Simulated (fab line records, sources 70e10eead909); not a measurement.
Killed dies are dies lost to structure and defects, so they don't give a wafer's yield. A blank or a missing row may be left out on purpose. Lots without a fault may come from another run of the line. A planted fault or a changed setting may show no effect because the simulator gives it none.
fab line records | flow nand_harc
record lots=6 wafers=18 last_day=34
route steps=1302 shown A_BONDPAD@1232 HYBRID_BOND@1237 THIN_TSV@1244 END@1302
lots that met no fault: from a run of the same line without faults
start_h: hours from the record's first day to the start of the lot's first wafer shown | wait_h: hours since the lot's step before | " the same as in the row above | L1.1+2: a row that stands for several wafers | - no value, or no start given | * or withheld: withheld | < > ~ a bound
route shown NAME@n: a module of which the file shows steps, and the number in the route of the first | usual: mean/standard deviation of fault-free wafers | same: alike in all rows | chamber/n: place in a boat | sites: the reading at each site | _std_site: their standard deviation | _edge_site: outer sites' mean less inner sites' | radius_mm: how far each site lies from the wafer's centre | mask NAME#n: copy n | behind: the tool/chamber that last shaped the wafer | hold: why the lot was held/for how many hours/how that ended | device: the transistor (n, p or np) that didn't switch | end of line: the same wafers' tests at the end of the route | a step without rows: its recipe alone | killed: dies lost to structure and defects at the first sort, not the wafer's yield | map: a wafer's dies, x killed, . not, _ none there
set.NAME: the setting as run; set.NAME@STEP: as run at that earlier step | model.NAME: the simulator's own value behind a step, which no gauge read
lots at some steps of the route; a table a step, a row a wafer
services: from which hour (start_h, from the record's first day; less than 0 if before it) a tool's chamber was out of use, for how many hours, and why
## steps
# step NHARC_A_BONDPAD_THK_MEAS_20
# recipe thk_meas_gauge=xrf
# usual thk_nm=169.3/1.6
# columns lot.wafer tool chamber start_h wait_h thk_nm
L409.1 film_metro-02 - 597.52 - 170.5
L409.4 " - " " 169.0
L409.6 " - " " 168.5
L410.1 film_metro-02 - 600.98 - 170.7
L410.5 " - " " 170.2
L410.6 " - " " 171.7
L411.3 film_metro-01 - 633.81 - 168.3
L411.5 " - " " 171.5
L411.6 " - " " 168.7
L413.3 film_metro-02 - 634.40 - 168.6
L413.4 " - " " 169.3
L413.5 " - " " 169.1
L424.1 film_metro-01 - 731.92 - 167.7
L424.3 " - " " 169.1
L424.4 " - " " 170.0
L426.3 film_metro-01 - 775.88 - 168.9
L426.4 " - " " 169.0
L426.6 " - " " 167.9
# step NHARC_A_BONDPAD_SRD_21
# recipe time_s=30 temp_c=23 dry_time_s=20 spin_rpm=1500
# step NHARC_A_BONDPAD_INSPECT_23
# usual raw_defect_count=559/130
# columns lot.wafer tool chamber start_h wait_h raw_defect_count
L409.1 defect_inspect-01 - 597.75 0.0 512
L409.4 " - " " 539
L409.6 " - " " 627
L410.1 defect_inspect-01 - 601.21 0.0 419
L410.5 " - " " 608
L410.6 " - " " 524
L411.3 defect_inspect-01 - 634.02 0.0 481
L411.5 " - " " 616
L411.6 " - " " 545
L413.3 defect_inspect-02 - 634.61 0.1 390
L413.4 " - " " 495
L413.5 " - " " 613
L424.1 defect_inspect-02 - 732.14 0.1 485
L424.3 " - " " 660
L424.4 " - " " 588
L426.3 defect_inspect-01 - 776.11 0.0 569
L426.4 " - " " 436
L426.6 " - " " 400
# step NHARC_HYBRID_BOND_ACTIVATE_00
# recipe time_s=60 n2_flow_sccm=200 ar_flow_sccm=0 bias_power_w=0 chemistry=N2
# usual drypump_motor_current_A=5.46/0.22 oes_product_au=1.002/0.0084 rf_vpp_V=63.8/0.96 showerhead_plenum_p_Torr=1.70/0.066
# columns lot.wafer tool chamber start_h wait_h drypump_motor_current_A oes_product_au rf_hours_counter_h rf_vpp_V showerhead_plenum_p_Torr
L409.4 rie_diel-06 0 597.81 0.1 5.16 1.014 9 64.1 1.70
L409.1 " 1 " " 5.44 1.011 10 63.9 1.63
L409.6 " 0 " " 5.17 1.013 - 63.0 1.70
L410.1 rie_diel-06 3 601.30 0.1 5.51 0.994 9 64.2 1.63
L410.5 " 1 " " 5.41 1.001 - 63.2 1.63
L410.6 " 3 " " 5.50 0.998 - 64.0 1.63
L411.3 rie_diel-01 1 634.11 0.1 6.21 1.009 22 63.4 1.86
L411.5 " 2 " " 5.93 0.996 - 65.2 1.86
L411.6 " 3 " " 5.06 1.002 - 63.4 1.73
L413.4 rie_diel-13 0 634.67 0.1 5.33 1.001 45 63.0 1.63
L413.3 " 2 " " 5.64 1.006 41 64.9 1.72
L413.5 " 0 " " 5.31 0.997 - 64.2 1.63
L424.1 rie_diel-06 3 732.20 0.1 5.50 1.010 4 63.5 1.63
L424.4 " 0 " " 5.17 1.002 5 63.2 1.69
L424.3 " 1 " " 5.44 0.999 5 62.8 1.63
L426.4 rie_diel-06 0 776.18 0.1 5.17 0.991 8 63.6 1.69
L426.3 " 1 " " 5.48 0.993 8 63.4 1.63
L426.6 " 0 " " 5.17 0.983 - 62.2 1.69
# step NHARC_HYBRID_BOND_PRECLEAN_01
# recipe time_s=300 temp_c=23 chemistry=DIW
# step NHARC_HYBRID_BOND_SRD_02
# recipe time_s=30 temp_c=23 dry_time_s=20 spin_rpm=1500
# step NHARC_HYBRID_BOND_BOND_03
# recipe temp_c=25
# step NHARC_HYBRID_BOND_ANNEAL_04
# recipe temp_c=300 time_s=7200 ramp_up_c_per_min=5 ramp_down_c_per_min=3 idle_temp_c=100 pressure_atm=1
# step NHARC_HYBRID_BOND_OVL_MEAS_05
# usual overlay_x_nm=1/34 overlay_y_nm=-5/35
# columns lot.wafer tool chamber start_h wait_h overlay_x_nm overlay_y_nm
L409.1 overlay-02 - 606.91 0.4 -50 -18
L409.4 " - " " -30 30
L409.6 " - " " 26 -31
L410.1 overlay-02 - 611.22 0.4 -16 23
L410.5 " - " " -14 63
L410.6 " - " " -39 -81
L411.3 overlay-02 - 643.23 0.4 26 11
L411.5 " - " " 66 -39
L411.6 " - " " -34 -13
L413.3 overlay-01 - 643.23 0.4 20 -16
L413.4 " - " " -32 -9
L413.5 " - " " 12 24
L424.1 overlay-01 - 741.92 0.4 2 -9
L424.3 " - " " 53 -22
L424.4 " - " " 41 22
L426.3 overlay-02 - 785.37 0.4 48 37
L426.4 " - " " 36 0
L426.6 " - " " -9 -59
# step NHARC_HYBRID_BOND_INSPECT_06
# recipe inspect_instrument=ir_void
# usual raw_defect_count=88/43
# columns lot.wafer tool chamber start_h wait_h raw_defect_count
L409.1 defect_inspect-02 - 606.96 0.0 148
L409.4 " - " " 150
L409.6 " - " " 148
L410.1 defect_inspect-01 - 611.27 0.0 81
L410.5 " - " " 66
L410.6 " - " " 68
L411.3 defect_inspect-02 - 643.29 0.1 141
L411.5 " - " " 130
L411.6 " - " " 116
L413.3 defect_inspect-01 - 643.29 0.1 30
L413.4 " - " " 30
L413.5 " - " " 29
L424.1 defect_inspect-02 - 741.98 0.0 18
L424.3 " - " " 21
L424.4 " - " " 16
L426.3 defect_inspect-01 - 785.42 0.1 77
L426.4 " - " " 61
L426.6 " - " " 65
# step NHARC_THIN_TSV_GRIND_00
# recipe target_thk_um=6
# usual motor_current_A=12.002/0.022
# columns lot.wafer tool chamber start_h wait_h motor_current_A
L409.1 grinder-01 0 607.11 0.1 11.976
L409.4 " 0 " " 12.025
L409.6 " 0 " " 12.009
L410.1 grinder-01 0 611.42 0.1 11.979
L410.5 " 0 " " 11.963
L410.6 " 0 " " 12.019
L411.3 grinder-01 0 643.83 0.5 11.958
L411.5 " 0 " " 12.004
L411.6 " 0 " " 12.034
L413.3 grinder-01 0 645.03 1.7 12.019
L413.4 " 0 " " 11.991
L413.5 " 0 " " 11.972
L424.1 grinder-01 0 751.43 9.5 12.009
L424.3 " 0 " " 12.034
L424.4 " 0 " " 12.016
L426.3 grinder-01 0 785.96 0.5 12.006
L426.4 " 0 " " 12.022
L426.6 " 0 " " 12.001
# step NHARC_THIN_TSV_CMP_01
# recipe target_thk_um=3
# step NHARC_THIN_TSV_SRD_03
# step NHARC_THIN_TSV_PRECLEAN_41
# recipe time_s=* temp_c=50 bath_age_min=0 chemistry=SC1
# step NHARC_THIN_TSV_SRD_42
# step NHARC_THIN_TSV_DEP_43
# recipe target_thk_a=13285 temp_c=withheld pressure_torr=6.5 rf_w=900 teos_flow_sccm=161.4 flow_sccm=2650 target_thk_nm=1328.5 gas=O2 material=SiO2
# step NHARC_THIN_TSV_DEHYDRATE_04
# recipe temp_c=150 time_s=120
# step NHARC_THIN_TSV_HMDS_05
# recipe time_s=30
# step NHARC_THIN_TSV_COAT_06
# recipe spin_rpm=*
# step NHARC_THIN_TSV_SOFTBAKE_07
# recipe temp_c=122 time_s=95
# step NHARC_THIN_TSV_EBR_08
# step NHARC_THIN_TSV_EXPOSE_09
# recipe na=0.55 dose_mj=30.7 mask_id=TSV
# step NHARC_THIN_TSV_PEB_10
# recipe peb_temp_c=118 peb_time_s=85
# step NHARC_THIN_TSV_DEVELOP_11
# recipe time_s=70
# step NHARC_THIN_TSV_CD_MEAS_12
# recipe target_cd_nm=1000 landing_energy_ev=500
# usual cd_nm=999.0/1.9
# columns lot.wafer tool chamber start_h wait_h cd_nm
L409.1 cd_sem-03 0 609.53 - 999.3
L409.4 " 0 " " 999.2
L409.6 " 0 " " 998.2
L410.1 cd_sem-02 0 613.95 - 998.6
L410.5 " 0 " " 1002.5
L410.6 " 0 " " 999.8
L411.3 cd_sem-03 0 645.86 - 999.3
L411.5 " 0 " " 1001.7
L411.6 " 0 " " 998.2
L413.3 cd_sem-03 0 647.05 - 995.6
L413.4 " 0 " " 996.5
L413.5 " 0 " " 997.3
L424.1 cd_sem-01 0 754.02 - 998.6
L424.3 " 0 " " 999.6
L424.4 " 0 " " 998.0
L426.3 cd_sem-02 0 788.11 - 1001.1
L426.4 " 0 " " 998.6
L426.6 " 0 " " 998.9
# step NHARC_THIN_TSV_HARDBAKE_13
# recipe temp_c=125 time_s=80
# step NHARC_THIN_TSV_DESCUM_14
# recipe time_s=3 o2_flow_sccm=200 ar_flow_sccm=0 bias_power_w=0 chemistry=O2
# step NHARC_THIN_TSV_ETCH_44
# recipe target_depth_a=15942 time_s=797.1 cf4_flow_sccm=150 o2_flow_sccm=10 ar_flow_sccm=0 rf_w=300 bias_w=800 chemistry=CF4/O2
# step NHARC_THIN_TSV_ETCH_15
# recipe target_depth_a=30000 bosch_target_overetch_cycles=2 bosch_etch_step_s=2.8 bosch_dep_step_s=1.2 bosch_cycles=14
# step NHARC_THIN_TSV_CD_MEAS_16
# usual cd_nm=998.8/2
# columns lot.wafer tool chamber start_h wait_h cd_nm
L409.1 cd_sem-03 - 610.49 0.1 999.3
L409.4 " - " " 999.3
L409.6 " - " " 998.6
L410.1 cd_sem-03 - 614.93 0.1 997.4
L410.5 " - " " 1002.2
L410.6 " - " " 999.3
L411.3 cd_sem-01 - 646.82 0.1 998.5
L411.5 " - " " 1001.8
L411.6 " - " " 997.7
L413.3 cd_sem-01 - 648.02 0.1 996.2
L413.4 " - " " 996.5
L413.5 " - " " 997.9
L424.1 cd_sem-02 - 754.98 0.1 998.6
L424.3 " - " " 1000.2
L424.4 " - " " 997.3
L426.3 cd_sem-01 - 789.47 0.1 1001.1
L426.4 " - " " 998.4
L426.6 " - " " 999.3
# step NHARC_THIN_TSV_STRIP_45
# recipe power_w=1500 temp_c=250 chemistry=O2
# step NHARC_THIN_TSV_STRIP_46
# recipe time_s=1200 temp_c=72.5 chemistry=post_etch_residue_remover
# step NHARC_THIN_TSV_DEP_47
# recipe target_thk_a=2000 temp_c=withheld pressure_torr=6.5 rf_w=900 teos_flow_sccm=161.4 flow_sccm=2650 target_thk_nm=200 gas=O2 material=SiO2
# step NHARC_THIN_TSV_ETCHBACK_48
# recipe target_depth_a=10285 over_etch_frac=0.3 time_s=405.17 ion_energy_ev=250 c4f8_flow_sccm=withheld ar_flow_sccm=withheld rf_w=600 bias_w=300 chemistry=C4F8/Ar
# usual oes_product_au=0.937/0.026 rf_vpp_V=546.9/3
# columns lot.wafer tool chamber start_h wait_h oes_product_au rf_hours_counter_h rf_vpp_V
L409.1 rie_diel-10 3 611.80 - 0.960 0.3 546.3
L409.4 " 1 " " 0.990 0.6 544.8
L409.6 " 2 " " 0.952 - 545.4
L410.1 rie_diel-09 0 616.44 - 0.928 5.9 548.7
L410.5 " 1 " " 0.921 - 543.1
L410.6 " 0 " " 0.929 - 549.8
L411.3 rie_diel-10 3 648.09 - 0.996 2.8 549.1
L411.5 " 3 " " 1.008 - 548.4
L411.6 " 0 " " 1.003 - 546.6
L413.4 rie_diel-11 0 649.32 - 0.924 2.0 552.4
L413.3 " 1 " " 0.912 2.5 542.7
L413.5 " 3 " " 0.931 - 546.7
L424.4 rie_diel-10 3 756.25 - 0.968 9.1 548.6
L424.3 " 0 " " 0.978 10.3 548.2
L424.1 " 2 " " 0.944 8.3 545.4
L426.3 rie_diel-09 2 790.80 - 0.915 4.9 551.7
L426.4 " 0 " " 0.914 - 549.0
L426.6 " 1 " " 0.905 - 542.3
# step NHARC_THIN_TSV_STRIP_62
# recipe power_w=1500 temp_c=250 time_s=20 chemistry=N2/H2
# step NHARC_THIN_TSV_DEGAS_49
# recipe temp_c=300 time_s=120
# step NHARC_THIN_TSV_PRE_CLEAN_50
# recipe time_s=30 temp_c=280 gas=H2/He
# usual heater_power_w=399/34
# columns lot.wafer tool chamber start_h wait_h heater_power_w
L409.1 pvd_sputter-01 - - - 421
L409.4 " - " " 410
L409.6 " - " " 414
L410.1 pvd_sputter-02 - - - 395
L410.6 " - " " 416
L410.5 " - " " 414
L411.3 pvd_sputter-02 - - - 384
L411.5 " - " " 319
L411.6 " - " " 393
L413.4 pvd_sputter-02 - - - 444
L413.3 " - " " 310
L413.5 " - " " 427
L424.3 pvd_sputter-03 - - - 430
L424.1 " - " " 381
L424.4 " - " " 408
L426.4 pvd_sputter-03 - - - 370
L426.3 " - " " 396
L426.6 " - " " 398
# step NHARC_THIN_TSV_PVD_19
# recipe target_thk_a=200 chamber_pressure_pa=5 material=TaN
# usual chamber_pressure_pa=5.000/0.01 throttle_valve_pct=29.7/0.95
# columns lot.wafer tool chamber start_h wait_h chamber_pressure_pa throttle_valve_pct
L409.4 pvd_sputter-01 - - - 5.006 30.4
L409.1 " - " " 5.015 30.0
L409.6 " - " " 4.992 30.7
L410.1 pvd_sputter-02 - - - 5.002 27.9
L410.6 " - " " 4.996 27.8
L410.5 " - " " 5.000 30.1
L411.3 pvd_sputter-02 - - - 4.997 28.3
L411.6 " - " " 4.992 29.3
L411.5 " - " " 4.998 29.8
L413.4 pvd_sputter-02 - - - 4.993 29.4
L413.3 " - " " 5.016 29.7
L413.5 " - " " 5.004 29.8
L424.3 pvd_sputter-03 - - - 5.000 29.1
L424.4 " - " " 5.004 28.7
L424.1 " - " " 5.011 31.7
L426.4 pvd_sputter-03 - - - 4.997 28.9
L426.3 " - " " 4.984 32.0
L426.6 " - " " 5.011 28.7
# step NHARC_THIN_TSV_PVD_51
# recipe target_thk_a=1000 chamber_pressure_pa=5 material=Cu
# usual chamber_pressure_pa=4.999/0.0095 throttle_valve_pct=29.7/1
# columns lot.wafer tool chamber start_h wait_h chamber_pressure_pa throttle_valve_pct
L409.4 pvd_sputter-01 - - - 4.997 30.6
L409.1 " - " " 4.995 30.3
L409.6 " - " " 5.006 30.6
L410.1 pvd_sputter-02 - - - 5.000 30.3
L410.5 " - " " 5.024 30.0
L410.6 " - " " 4.988 29.3
L411.3 pvd_sputter-02 - - - 5.004 28.3
L411.5 " - " " 5.013 29.5
L411.6 " - " " 4.987 29.4
L413.3 pvd_sputter-02 - - - 5.002 29.5
L413.4 " - " " 4.987 28.5
L413.5 " - " " 5.002 28.3
L424.3 pvd_sputter-03 - - - 5.001 29.0
L424.4 " - " " 4.998 32.1
L424.1 " - " " 4.993 28.9
L426.3 pvd_sputter-03 - - - 4.999 31.8
L426.4 " - " " 5.010 29.1
L426.6 " - " " 5.000 32.2
# step NHARC_END_SORT_01
# recipe temp_c=25
# usual defect_limited_yield=91/3.5 killed_at_array=59/24 killed_at_other=0.7/1.2 killed_at_periphery=3.5/2.6 killed_dies=63/24 killed_open=3.2/2.1 killed_short=2.4/1.5
# same gross_dies=677
# columns lot.wafer tool chamber start_h wait_h defect_limited_yield[%] killed_at_array killed_at_other killed_at_periphery killed_dies killed_open killed_short
L409.1 prober-01 0 624.44 2.5 84 104 2 2 108 8 0
L409.4 prober-01 0 626.83 3.4 85 98 0 5 103 1 3
L409.6 prober-01 0 628.42 4.0 85 100 4 0 104 6 0
L410.1 prober-01 0 632.15 2.4 92 47 2 4 53 2 3
L410.5 prober-01 0 635.35 3.7 93 46 0 1 47 4 3
L410.6 prober-01 0 636.15 4.0 93 42 2 4 48 6 2
L413.3 prober-01 0 662.45 3.1 0 30 640 7 677 7 3
L413.4 prober-01 0 663.26 3.4 0 26 647 4 677 0 4
L413.5 prober-01 0 664.06 3.7 0 27 643 7 677 4 3
L411.3 prober-02 0 662.50 3.1 0 79 597 1 677 3 1
L411.5 prober-02 0 664.11 3.7 0 83 592 2 677 1 2
L411.6 prober-02 0 664.92 4.0 0 71 604 2 677 3 2
L426.3 prober-02 0 805.15 3.1 89 67 2 3 72 6 4
L426.4 prober-02 0 805.96 3.4 93 50 0 0 50 3 2
L426.6 prober-02 0 807.58 4.0 92 53 0 1 54 4 2
# killed by level:class
L409.1 A_CHANNEL_HOLE_D1:chamber_film_flake=34 A_CHANNEL_HOLE_D2:chamber_film_flake=31 A_SLIT:chamber_film_flake=29 P_CONTACT:geometric_particle:open=1 A_ONON_D1:geometric_particle:open=1 A_CHANNEL_FILL_D1:geometric_particle:open=1 A_DECK1_JOINT:geometric_particle:open=1 A_CHANNEL_FILL_D2:geometric_particle:open=1
L409.4 A_CHANNEL_HOLE_D1:chamber_film_flake=34 A_SLIT:chamber_film_flake=32 A_CHANNEL_HOLE_D2:chamber_film_flake=26 P_BONDPAD:chamber_film_flake=2 P_M0:geometric_particle:short=1 P_M1:geometric_particle:short=1 A_SGD_CUT:geometric_particle:open=1 A_WL_FILL:geometric_particle:short=1
L409.6 A_CHANNEL_HOLE_D2:chamber_film_flake=34 A_CHANNEL_HOLE_D1:chamber_film_flake=33 A_SLIT:chamber_film_flake=22 THIN_TSV:chamber_film_flake=4 A_ONON_D1:geometric_particle:open=2 A_CHANNEL_FILL_D1:geometric_particle:open=2 A_ZERO_WELL:chamber_film_flake=2 A_CONTACT:chamber_film_flake=2
L410.1 A_SLIT:chamber_film_flake=22 A_CONTACT:chamber_film_flake=7 A_CHANNEL_HOLE_D2:chamber_film_flake=7 A_CHANNEL_HOLE_D1:chamber_film_flake=6 THIN_TSV:chamber_film_flake=2 P_STI:geometric_particle:open=1 P_GATE:geometric_particle:short=1 P_CONTACT:geometric_particle:short=1
L410.5 A_SLIT:chamber_film_flake=22 A_STAIRCASE:chamber_film_flake=7 A_CHANNEL_HOLE_D2:chamber_film_flake=6 A_CONTACT:chamber_film_flake=4 A_M0:geometric_particle:short=2 P_CONTACT:geometric_particle:open=1 A_ONON_D1:geometric_particle:open=1 A_CHANNEL_HOLE_D1:geometric_particle:open=1
L410.6 A_SLIT:chamber_film_flake=25 A_CHANNEL_HOLE_D2:chamber_film_flake=5 A_CONTACT:chamber_film_flake=4 P_M0:geometric_particle:open=2 P_GATE:geometric_particle:open=1 P_M1:geometric_particle:open=1 A_CHANNEL_FILL_D1:geometric_particle:short=1 A_ONON_D2:geometric_particle:open=1
L413.3 THIN_TSV:area_cmp=640 A_CHANNEL_HOLE_D2:chamber_film_flake=10 A_CHANNEL_HOLE_D1:chamber_film_flake=7 P_STI:chamber_film_flake=3 A_WL_FILL:geometric_particle:short=2 A_WL_FILL:geometric_particle:open=2 P_CONTACT:chamber_film_flake=2 A_SLIT:chamber_film_flake=2
L411.3 THIN_TSV:area_cmp=596 A_SLIT:chamber_film_flake=33 A_CHANNEL_HOLE_D1:chamber_film_flake=32 A_CHANNEL_HOLE_D2:chamber_film_flake=9 A_ONON_D2:geometric_particle:open=1 A_WL_FILL:geometric_particle:short=1 A_CONTACT:geometric_particle:open=1 A_M0:geometric_particle:open=1
L413.4 THIN_TSV:area_cmp=645 A_CHANNEL_HOLE_D2:chamber_film_flake=9 A_CHANNEL_HOLE_D1:chamber_film_flake=4 A_ZERO_WELL:chamber_film_flake=2 A_STAIRCASE:chamber_film_flake=2 A_SLIT:chamber_film_flake=2 A_CONTACT:chamber_film_flake=2 A_M0:chamber_film_flake=2
L413.5 THIN_TSV:area_cmp=643 A_CHANNEL_HOLE_D2:chamber_film_flake=11 P_STI:chamber_film_flake=4 A_CHANNEL_HOLE_D1:chamber_film_flake=4 A_SLIT:chamber_film_flake=3 A_BLC:geometric_particle:open=2 A_CONTACT:chamber_film_flake=2 P_CONTACT:geometric_particle:open=1
L411.5 THIN_TSV:area_cmp=592 A_SLIT:chamber_film_flake=36 A_CHANNEL_HOLE_D1:chamber_film_flake=35 A_CHANNEL_HOLE_D2:chamber_film_flake=9 P_CONTACT:geometric_particle:open=1 A_CHANNEL_FILL_D1:geometric_particle:short=1 A_CONTACT:geometric_particle:short=1 P_ZERO_WELL:chamber_film_flake=1
L411.6 THIN_TSV:area_cmp=603 A_CHANNEL_HOLE_D1:chamber_film_flake=29 A_SLIT:chamber_film_flake=25 A_CHANNEL_HOLE_D2:chamber_film_flake=8 A_WL_FILL:geometric_particle:open=2 A_CONTACT:chamber_film_flake=2 A_SOURCE_PLATE:geometric_particle:short=1 A_ONON_D2:geometric_particle:short=1
L426.3 A_CHANNEL_HOLE_D2:chamber_film_flake=35 A_SLIT:chamber_film_flake=7 A_SGD_CUT:chamber_film_flake=5 A_CHANNEL_HOLE_D1:chamber_film_flake=3 A_CONTACT:chamber_film_flake=3 A_ONON_D2:geometric_particle:short=2 A_SGD_CUT:geometric_particle:open=2 A_CHANNEL_FILL_D2:chamber_film_flake=2
L426.4 A_CHANNEL_HOLE_D2:chamber_film_flake=27 A_SLIT:chamber_film_flake=9 A_SGD_CUT:chamber_film_flake=3 A_CONTACT:chamber_film_flake=3 A_SOURCE_PLATE:geometric_particle:open=2 A_CHANNEL_FILL_D1:chamber_film_flake=2 A_CHANNEL_HOLE_D1:geometric_particle:open=1 A_DECK1_JOINT:geometric_particle:short=1
L426.6 A_CHANNEL_HOLE_D2:chamber_film_flake=29 A_SLIT:chamber_film_flake=10 A_CHANNEL_FILL_D1:chamber_film_flake=2 A_SGD_CUT:chamber_film_flake=2 P_M1:geometric_particle:open=1 A_CHANNEL_HOLE_D1:geometric_particle:short=1 A_CHANNEL_FILL_D2:geometric_particle:short=1 A_SGD_CUT:geometric_particle:open=1
# map L411.3 (x killed, . not)
____________x____________
_________xxxxxxx_________
_______xxxxxxxxxxx_______
______xxxxxxxxxxxxx______
_____xxxxxxxxxxxxxxx_____
____xxxxxxxxxxxxxxxxx____
____xxxxxxxxxxxxxxxxx____
___xxxxxxxxxxxxxxxxxxx___
___xxxxxxxxxxxxxxxxxxx___
__xxxxxxxxxxxxxxxxxxxxx__
__xxxxxxxxxxxxxxxxxxxxx__
_xxxxxxxxxxxxxxxxxxxxxxx_
_xxxxxxxxxxxxxxxxxxxxxxx_
_xxxxxxxxxxxxxxxxxxxxxxx_
_xxxxxxxxxxxxxxxxxxxxxxx_
_xxxxxxxxxxxxxxxxxxxxxxx_
xxxxxxxxxxxxxxxxxxxxxxxxx
xxxxxxxxxxxxxxxxxxxxxxxxx
xxxxxxxxxxxxxxxxxxxxxxxxx
xxxxxxxxxxxxxxxxxxxxxxxxx
xxxxxxxxxxxxxxxxxxxxxxxxx
_xxxxxxxxxxxxxxxxxxxxxxx_
_xxxxxxxxxxxxxxxxxxxxxxx_
_xxxxxxxxxxxxxxxxxxxxxxx_
_xxxxxxxxxxxxxxxxxxxxxxx_
_xxxxxxxxxxxxxxxxxxxxxxx_
__xxxxxxxxxxxxxxxxxxxxx__
__xxxxxxxxxxxxxxxxxxxxx__
___xxxxxxxxxxxxxxxxxxx___
___xxxxxxxxxxxxxxxxxxx___
____xxxxxxxxxxxxxxxxx____
____xxxxxxxxxxxxxxxxx____
_____xxxxxxxxxxxxxxx_____
______xxxxxxxxxxxxx______
_______xxxxxxxxxxx_______
_________xxxxxxx_________
____________x____________
# map L413.3 (x killed, . not)
____________x____________
_________xxxxxxx_________
_______xxxxxxxxxxx_______
______xxxxxxxxxxxxx______
_____xxxxxxxxxxxxxxx_____
____xxxxxxxxxxxxxxxxx____
____xxxxxxxxxxxxxxxxx____
___xxxxxxxxxxxxxxxxxxx___
___xxxxxxxxxxxxxxxxxxx___
__xxxxxxxxxxxxxxxxxxxxx__
__xxxxxxxxxxxxxxxxxxxxx__
_xxxxxxxxxxxxxxxxxxxxxxx_
_xxxxxxxxxxxxxxxxxxxxxxx_
_xxxxxxxxxxxxxxxxxxxxxxx_
_xxxxxxxxxxxxxxxxxxxxxxx_
_xxxxxxxxxxxxxxxxxxxxxxx_
xxxxxxxxxxxxxxxxxxxxxxxxx
xxxxxxxxxxxxxxxxxxxxxxxxx
xxxxxxxxxxxxxxxxxxxxxxxxx
xxxxxxxxxxxxxxxxxxxxxxxxx
xxxxxxxxxxxxxxxxxxxxxxxxx
_xxxxxxxxxxxxxxxxxxxxxxx_
_xxxxxxxxxxxxxxxxxxxxxxx_
_xxxxxxxxxxxxxxxxxxxxxxx_
_xxxxxxxxxxxxxxxxxxxxxxx_
_xxxxxxxxxxxxxxxxxxxxxxx_
__xxxxxxxxxxxxxxxxxxxxx__
__xxxxxxxxxxxxxxxxxxxxx__
___xxxxxxxxxxxxxxxxxxx___
___xxxxxxxxxxxxxxxxxxx___
____xxxxxxxxxxxxxxxxx____
____xxxxxxxxxxxxxxxxx____
_____xxxxxxxxxxxxxxx_____
______xxxxxxxxxxxxx______
_______xxxxxxxxxxx_______
_________xxxxxxx_________
____________x____________
## services
# columns tool chamber start_h hours kind
pvd_sputter-01 - 584.92 10.0 pm
rie_diel-09 - 591.66 0.4 repair
pvd_sputter-03 - 595.16 2.0 repair
rie_diel-10 - 596.54 9.0 pm
rie_diel-06 2 599.96 11.0 repair
rie_diel-09 3 604.89 21.3 repair
grinder-01 - 615.21 2.7 repair
rie_diel-06 - 630.13 11.1 repair
rie_diel-09 1 631.41 3.5 repair
rie_diel-10 0 636.92 3.0 repair
pvd_sputter-02 - 638.00 10.0 pm
rie_diel-09 3 650.43 4.0 repair
rie_diel-06 - 661.20 9.0 pm
rie_diel-09 - 674.10 9.0 pm
pvd_sputter-02 - 692.67 0.5 repair
pvd_sputter-01 - 695.70 0.7 repair
rie_diel-06 - 699.84 0.4 repair
rie_diel-09 - 701.47 0.4 repair
pvd_sputter-03 - 704.02 10.0 pm
rie_diel-09 3 704.60 5.7 repair
grinder-01 - 741.04 8.0 pm
pvd_sputter-01 - 763.03 10.0 pm
rie_diel-06 1 768.98 6.4 repair
rie_diel-10 - 773.54 9.0 pm
## key
first_sign step=NHARC_END_SORT_01 reading=killed_at_other direction=up sigmas=99+ usual=0.7 struck=620.5
effect step=NHARC_END_SORT_01 reading=defect_limited_yield direction=down sigmas=26 usual=91 struck=0
more_kills_born_at NHARC_THIN_TSV_CMP_01@cmp-01=1928 NHARC_THIN_TSV_CMP_01@cmp-02=1791
met_at NHARC_THIN_TSV_GRIND_00
struck_wafers L411.3,L411.5,L411.6,L413.3,L413.4,L413.5
later_rows_left_out L411.3,L411.5,L411.6,L413.3,L413.4,L413.5
onset_between 611.42 643.83
also_fits NHARC_THIN_TSV_PRE_CLEAN_50:pvd_sputter-02,NHARC_THIN_TSV_PVD_19:pvd_sputter-02,NHARC_THIN_TSV_PVD_51:pvd_sputter-02
fault kind=process_parameter_drift tool=grinder-01 chamber=- onset_h=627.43 steps=NHARC_THIN_TSV_GRIND_00 channel=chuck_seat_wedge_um offset=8 shape=step end_h=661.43
# later_rows_left_out: the simulator's readings of these wafers behind a module that went badly wrong aren't trusted and aren't shown, but for the sort
